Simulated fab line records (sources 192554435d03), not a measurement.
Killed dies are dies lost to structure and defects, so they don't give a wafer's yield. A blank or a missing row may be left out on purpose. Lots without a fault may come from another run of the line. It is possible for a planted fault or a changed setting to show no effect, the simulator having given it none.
What tool caused it? -- flow n5 finfet -- 24 lots, 72 wafers sampled, at 6 steps of a route of 1938

## WHAT EACH GAUGE READ, for each wafer
The record lacks any reading of a measuring or inspecting step that a usual standard deviation could be used to judge.

## EACH LOT AND THE TOOL THAT RAN IT (in order: tool; ch and the chambers of the sampled wafers; start)
lot,N5_BEOL_M5_SPUTTER_81,N5_BEOL_M5_ANNEAL_82,N5_BEOL_M5_ANNEAL_89,N5_BEOL_M5_DEP_56,N5_BEOL_M6_ETCH_72,N5_BEOL_M6_VIA_ETCH_34
L074,"pvd sputter-03, day 8 05:58","pvd sputter-03, day 8 06:03","pvd sputter-03, day 8 08:14","pecvd-03 ch 1,2, day 8 11:08","rie diel-04 ch 0,2,3, day 8 14:28","rie diel-04 ch 0,2,3, day 8 14:37"
L075,"pvd sputter-03, day 8 11:56","pvd sputter-03, day 8 12:01","pvd sputter-03, day 8 14:11","pecvd-04 ch 1,2, day 8 18:29","rie diel-01 ch 2,3, day 9 00:30","rie diel-01 ch 2,3, day 9 00:38"
L077,"pvd sputter-02, day 9 05:11","pvd sputter-02, day 9 05:16","pvd sputter-02, day 9 07:26","pecvd-03 ch 0,2, day 9 09:26","rie diel-06 ch 2,3, day 9 13:11","rie diel-06 ch 2,3, day 9 13:20"
L076,"pvd sputter-01, day 9 16:33","pvd sputter-01, day 9 16:38","pvd sputter-01, day 9 18:48","pecvd-02 ch 0,1,2, day 9 20:49","rie diel-04 ch 0,1,2, day 10 00:27","rie diel-04 ch 0,1,2, day 10 00:35"
L078,"pvd sputter-01, day 10 00:02","pvd sputter-01, day 10 00:07","pvd sputter-01, day 10 02:17","pecvd-02 ch 0,1,2, day 10 04:17","rie diel-04 ch 0,1,2, day 10 07:29","rie diel-04 ch 0,1,2, day 10 07:38"
L079,"pvd sputter-03, day 10 10:51","pvd sputter-03, day 10 10:56","pvd sputter-03, day 10 13:06","pecvd-04 ch 0,1,2, day 10 15:06","rie diel-04 ch 1,2,3, day 10 18:16","rie diel-04 ch 1,2,3, day 10 18:24"
L080,"pvd sputter-02, day 10 19:53","pvd sputter-02, day 10 19:58","pvd sputter-02, day 10 22:08","pecvd-02 ch 1,2, day 11 00:08","rie diel-04 ch 0,1, day 11 08:29","rie diel-04 ch 0,1, day 11 08:38"
L082,"pvd sputter-01, day 10 22:16","pvd sputter-01, day 10 22:21","pvd sputter-01, day 11 00:31","pecvd-03 ch 0,1,2, day 11 02:32","rie diel-04 ch 0,1,3, day 11 08:05","rie diel-04 ch 0,1,3, day 11 08:14"
L081,"pvd sputter-02, day 11 01:40","pvd sputter-02, day 11 01:44","pvd sputter-02, day 11 03:55","pecvd-02 ch 0,1, day 11 05:55","rie diel-01 ch 0,1,2, day 11 11:40","rie diel-01 ch 0,1,2, day 11 11:49"
L083,"pvd sputter-02, day 11 10:09","pvd sputter-02, day 11 10:14","pvd sputter-02, day 11 12:24","pecvd-02 ch 0,1, day 11 14:24","rie diel-04 ch 0,2,3, day 11 18:05","rie diel-04 ch 0,2,3, day 11 18:14"
L084,"pvd sputter-03, day 11 11:38","pvd sputter-03, day 11 11:43","pvd sputter-03, day 11 13:53","pecvd-04 ch 0,2, day 11 16:14","rie diel-06 ch 0,2,3, day 11 20:58","rie diel-06 ch 0,2,3, day 11 21:07"
L086,"pvd sputter-02, day 11 17:50","pvd sputter-02, day 11 17:55","pvd sputter-02, day 11 20:05","pecvd-04 ch 0,1, day 11 22:05","rie diel-06 ch 0,1,3, day 12 00:47","rie diel-06 ch 0,1,3, day 12 00:56"
L085,"pvd sputter-03, day 11 18:22","pvd sputter-03, day 11 18:27","pvd sputter-03, day 11 20:37","pecvd-03 ch 0,1, day 11 23:13","rie diel-04 ch 0,1, day 12 04:20","rie diel-04 ch 0,1, day 12 04:28"
L088,"pvd sputter-01, day 12 01:44","pvd sputter-01, day 12 01:49","pvd sputter-01, day 12 04:00","pecvd-02 ch 0,1, day 12 05:59","rie diel-01 ch 0,1,2, day 12 12:02","rie diel-01 ch 0,1,2, day 12 12:10"
L087,"pvd sputter-02, day 12 07:17","pvd sputter-02, day 12 07:22","pvd sputter-02, day 12 09:32","pecvd-03 ch 0,1, day 12 11:32","rie diel-06 ch 1,2,3, day 12 16:02","rie diel-06 ch 1,2,3, day 12 16:11"
L090,"pvd sputter-02, day 12 12:35","pvd sputter-02, day 12 12:40","pvd sputter-02, day 12 14:50","pecvd-02 ch 0,1,2, day 12 16:55","rie diel-04 ch 0,2,3, day 12 21:24","rie diel-04 ch 0,2,3, day 12 21:32"
L089,"pvd sputter-02, day 12 18:52","pvd sputter-02, day 12 18:56","pvd sputter-02, day 12 21:07","pecvd-02 ch 0,1, day 12 23:08","rie diel-01 ch 1,2, day 13 03:47","rie diel-01 ch 1,2, day 13 03:56"
L091,"pvd sputter-02, day 13 04:46","pvd sputter-02, day 13 04:51","pvd sputter-02, day 13 07:02","pecvd-02 ch 0,1, day 13 09:01","rie diel-01 ch 0,1,2, day 13 13:32","rie diel-01 ch 0,1,2, day 13 13:41"
L092,"pvd sputter-03, day 13 06:49","pvd sputter-03, day 13 06:53","pvd sputter-03, day 13 09:04","pecvd-02 ch 0,1, day 13 12:17","rie diel-06 ch 0,2,3, day 13 17:49","rie diel-06 ch 0,2,3, day 13 17:58"
L093,"pvd sputter-03, day 13 15:27","pvd sputter-03, day 13 15:32","pvd sputter-03, day 13 17:42","pecvd-02 ch 1,2, day 13 19:45","rie diel-04 ch 2,3, day 13 23:20","rie diel-04 ch 2,3, day 13 23:29"
L094,"pvd sputter-01, day 13 20:40","pvd sputter-01, day 13 20:44","pvd sputter-01, day 13 22:55","pecvd-02 ch 0,1, day 14 00:58","rie diel-04 ch 1,3, day 14 06:27","rie diel-04 ch 1,3, day 14 06:36"
L095,"pvd sputter-02, day 14 12:20","pvd sputter-02, day 14 12:25","pvd sputter-02, day 14 14:35","pecvd-03 ch 0,1,2, day 14 16:36","rie diel-01 ch 0,2,3, day 14 21:15","rie diel-01 ch 0,2,3, day 14 21:23"
L097,"pvd sputter-03, day 14 14:22","pvd sputter-03, day 14 14:27","pvd sputter-03, day 14 16:38","pecvd-04 ch 0,1, day 14 18:38","rie diel-04 ch 0,1,2, day 15 02:11","rie diel-04 ch 0,1,2, day 15 02:20"
L096,"pvd sputter-01, day 14 16:23","pvd sputter-01, day 14 16:28","pvd sputter-01, day 14 18:55","pecvd-03 ch 0,1,2, day 14 21:04","rie diel-01 ch 0,1, day 15 04:05","rie diel-01 ch 0,1, day 15 04:14"
- N5_BEOL_M5_SPUTTER_81: material Cu, target thk 15 nm, time 27.62 s.
- N5_BEOL_M5_ANNEAL_82: time 1800 s.
- N5_BEOL_M5_ANNEAL_89: time 1800 s.
- N5_BEOL_M5_DEP_56: deposits SiCN from 3MS/NH3, target thk 8 nm, time 14 s.
- N5_BEOL_M6_ETCH_72: etches underlayer in N2/H2, target depth 6.5 nm, time 5.2 s.
- N5_BEOL_M6_VIA_ETCH_34: etches SiCOH lowk in C4F6/O2, target depth 126.3 nm, time 50.9 s.

## AS READ BY THE TOOLS THEMSELVES (means over the sampled wafers that have a number; for cases with no such wafer, the mark the record gives instead)
N5_BEOL_M5_SPUTTER_81.
lot,tool,throttle valve pct (%)
L074,pvd sputter-03,29.1
L075,pvd sputter-03,28.1
L077,pvd sputter-02,30.3
L076,pvd sputter-01,29.8
L078,pvd sputter-01,29.5
L079,pvd sputter-03,29.6
L080,pvd sputter-02,29.6
L082,pvd sputter-01,30.0
L081,pvd sputter-02,30.1
L083,pvd sputter-02,29.6
L084,pvd sputter-03,30.2
L086,pvd sputter-02,29.3
L085,pvd sputter-03,29.0
L088,pvd sputter-01,29.2
L087,pvd sputter-02,29.6
L090,pvd sputter-02,30.4
L089,pvd sputter-02,30.7
L091,pvd sputter-02,29.3
L092,pvd sputter-03,28.8
L093,pvd sputter-03,30.8
L094,pvd sputter-01,29.8
L095,pvd sputter-02,29.6
L097,pvd sputter-03,29.4
L096,pvd sputter-01,29.1

N5_BEOL_M5_ANNEAL_82.
lot,tool,heater power w (W)
L074,pvd sputter-03,781
L075,pvd sputter-03,773
L077,pvd sputter-02,810
L076,pvd sputter-01,790
L078,pvd sputter-01,823
L079,pvd sputter-03,836
L080,pvd sputter-02,839
L082,pvd sputter-01,762
L081,pvd sputter-02,835
L083,pvd sputter-02,798
L084,pvd sputter-03,831
L086,pvd sputter-02,802
L085,pvd sputter-03,786
L088,pvd sputter-01,828
L087,pvd sputter-02,822
L090,pvd sputter-02,804
L089,pvd sputter-02,805
L091,pvd sputter-02,801
L092,pvd sputter-03,773
L093,pvd sputter-03,901
L094,pvd sputter-01,838
L095,pvd sputter-02,827
L097,pvd sputter-03,828
L096,pvd sputter-01,829

N5_BEOL_M5_ANNEAL_89.
lot,tool,heater power w (W)
L074,pvd sputter-03,787
L075,pvd sputter-03,776
L077,pvd sputter-02,808
L076,pvd sputter-01,787
L078,pvd sputter-01,834
L079,pvd sputter-03,854
L080,pvd sputter-02,827
L082,pvd sputter-01,781
L081,pvd sputter-02,840
L083,pvd sputter-02,805
L084,pvd sputter-03,844
L086,pvd sputter-02,800
L085,pvd sputter-03,780
L088,pvd sputter-01,826
L087,pvd sputter-02,825
L090,pvd sputter-02,818
L089,pvd sputter-02,802
L091,pvd sputter-02,803
L092,pvd sputter-03,771
L093,pvd sputter-03,908
L094,pvd sputter-01,850
L095,pvd sputter-02,834
L097,pvd sputter-03,825
L096,pvd sputter-01,830

N5_BEOL_M5_DEP_56.
lot,tool,chamber pressure Torr (Torr),showerhead plenum p Torr (Torr),throttle valve pct (%)
L074,pecvd-03,2.997,3.652,9.3
L075,pecvd-04,2.996,3.675,9.4
L077,pecvd-03,2.988,3.668,8.6
L076,pecvd-02,2.998,3.658,9.3
L078,pecvd-02,2.995,3.663,9.3
L079,pecvd-04,3.002,3.673,9.1
L080,pecvd-02,2.995,3.658,9.3
L082,pecvd-03,3.005,3.660,8.8
L081,pecvd-02,3.002,3.659,9.5
L083,pecvd-02,2.998,3.655,9.8
L084,pecvd-04,2.999,3.670,8.8
L086,pecvd-04,3.005,3.667,9.0
L085,pecvd-03,3.002,3.654,9.1
L088,pecvd-02,3.004,3.662,9.7
L087,pecvd-03,2.999,3.666,9.0
L090,pecvd-02,3.001,3.660,9.5
L089,pecvd-02,2.999,3.659,9.8
L091,pecvd-02,3.002,3.659,9.6
L092,pecvd-02,2.991,3.653,9.6
L093,pecvd-02,3.008,3.656,9.6
L094,pecvd-02,3.002,3.659,9.6
L095,pecvd-03,3.004,3.664,8.8
L097,pecvd-04,2.995,3.661,9.5
L096,pecvd-03,3.000,3.661,8.7

N5_BEOL_M6_ETCH_72.
lot,tool,bias w (W),drypump motor current A (A),etch rf on time s (s),oes product au (a.u.),rf vpp V (V),showerhead plenum p Torr (Torr),throttle valve pct (%)
L074,rie diel-04,150.1,5.7,5.27,0.65,522.9,2.48,17.70
L075,rie diel-01,150.2,5.9,5.11,0.64,521.7,2.50,18.04
L077,rie diel-06,150.1,5.6,4.95,0.73,524.9,2.54,17.75
L076,rie diel-04,150.3,5.9,5.19,0.69,524.4,2.53,17.72
L078,rie diel-04,150.1,5.9,5.15,0.69,522.5,2.53,17.73
L079,rie diel-04,149.8,5.6,5.22,0.69,524.0,2.53,17.81
L080,rie diel-04,150.2,5.9,5.12,0.70,522.6,2.50,17.74
L082,rie diel-04,150.0,5.6,5.11,0.71,523.0,2.50,17.81
L081,rie diel-01,149.9,5.4,5.09,0.75,523.1,2.54,17.72
L083,rie diel-04,150.1,5.7,5.32,0.64,520.1,2.47,17.74
L084,rie diel-06,149.7,5.4,5.06,0.68,523.4,2.55,17.75
L086,rie diel-06,150.1,5.5,5.26,0.68,526.0,2.59,17.76
L085,rie diel-04,150.4,5.9,5.08,0.73,523.8,2.55,17.83
L088,rie diel-01,149.8,5.4,5.14,0.72,524.0,2.53,17.73
L087,rie diel-06,149.8,5.7,5.02,0.71,523.9,2.58,17.79
L090,rie diel-04,149.9,5.7,5.24,0.64,521.5,2.47,17.76
L089,rie diel-01,150.0,5.4,5.03,0.76,521.7,2.47,17.73
L091,rie diel-01,150.1,5.4,5.05,0.71,525.0,2.53,17.75
L092,rie diel-06,150.1,5.4,5.14,0.66,523.6,2.54,17.79
L093,rie diel-04,150.3,5.7,5.40,0.60,522.8,2.49,17.78
L094,rie diel-04,149.5,5.4,5.22,0.68,522.7,2.50,17.94
L095,rie diel-01,149.8,5.7,5.14,0.69,524.0,2.53,17.76
L097,rie diel-04,150.0,5.9,5.21,0.65,522.9,2.51,17.80
L096,rie diel-01,150.4,5.3,5.02,0.69,523.5,2.59,17.89

N5_BEOL_M6_VIA_ETCH_34.
lot,tool,bias w (W),drypump motor current A (A),oes_ar_750_au (a.u.),oes product au (a.u.),rf vpp V (V),showerhead plenum p Torr (Torr),throttle valve pct (%)
L074,rie diel-04,185.0,5.7,0.78,0.77,649,2.78,20.77
L075,rie diel-01,184.8,5.9,0.74,0.74,662,2.76,20.76
L077,rie diel-06,185.2,5.6,0.85,0.86,654,2.84,20.79
L076,rie diel-04,185.2,6.0,0.81,0.81,666,2.83,20.73
L078,rie diel-04,184.3,5.9,0.80,0.81,666,2.83,20.74
L079,rie diel-04,185.3,5.6,0.80,0.81,665,2.83,20.85
L080,rie diel-04,184.7,6.0,0.80,0.82,664,2.81,20.83
L082,rie diel-04,185.6,5.6,0.82,0.83,662,2.81,20.92
L081,rie diel-01,185.7,5.3,0.86,0.86,664,2.84,20.76
L083,rie diel-04,185.3,5.7,0.76,0.75,648,2.77,20.80
L084,rie diel-06,184.7,5.4,0.78,0.79,648,2.85,20.79
L086,rie diel-06,185.5,5.5,0.80,0.79,641,2.89,20.76
L085,rie diel-04,185.3,5.9,0.84,0.85,679,2.86,20.88
L088,rie diel-01,184.7,5.4,0.85,0.85,665,2.83,20.78
L087,rie diel-06,184.7,5.8,0.84,0.84,648,2.87,20.78
L090,rie diel-04,184.8,5.7,0.75,0.74,648,2.77,20.82
L089,rie diel-01,184.1,5.4,0.88,0.88,663,2.78,20.81
L091,rie diel-01,184.8,5.3,0.83,0.83,665,2.83,20.80
L092,rie diel-06,184.7,5.3,0.77,0.77,648,2.85,20.82
L093,rie diel-04,184.9,5.7,0.72,0.71,649,2.78,20.75
L094,rie diel-04,185.0,5.4,0.80,0.81,661,2.80,21.06
L095,rie diel-01,185.0,5.6,0.82,0.82,664,2.81,20.62
L097,rie diel-04,184.9,6.0,0.76,0.76,665,2.81,20.79
L096,rie diel-01,185.0,5.2,0.80,0.81,678,2.89,20.85

## THE ANSWER, worked out from the rows above alone
Rule: the lots themselves supply what counts as usual. The widest of any qualifying gaps counts: lots, ordered by their means at a reading, are off when they make up no more than a third of the lots, leave a main group of 4 or more, and stand apart from it by 3 or more times the standard deviation of that group's means. The tables above print the reading to a certain number of digits; a main group whose means all agree to those digits is not used. A lot without any number at a reading at which 4 lots or more have one is off too. Where the step has rows for the other lots, those lots are counted as sound. Order of review: gauges by route order, followed by the tools' own readings, for which a lot's mean as printed above is used. At the first step where some lot is off, the reading lying furthest off is the one used; lots without a number count as furthest.
None of the lots is off at any reading shown; this tells nothing.

## WHAT THE SIMULATOR HAD INSERTED
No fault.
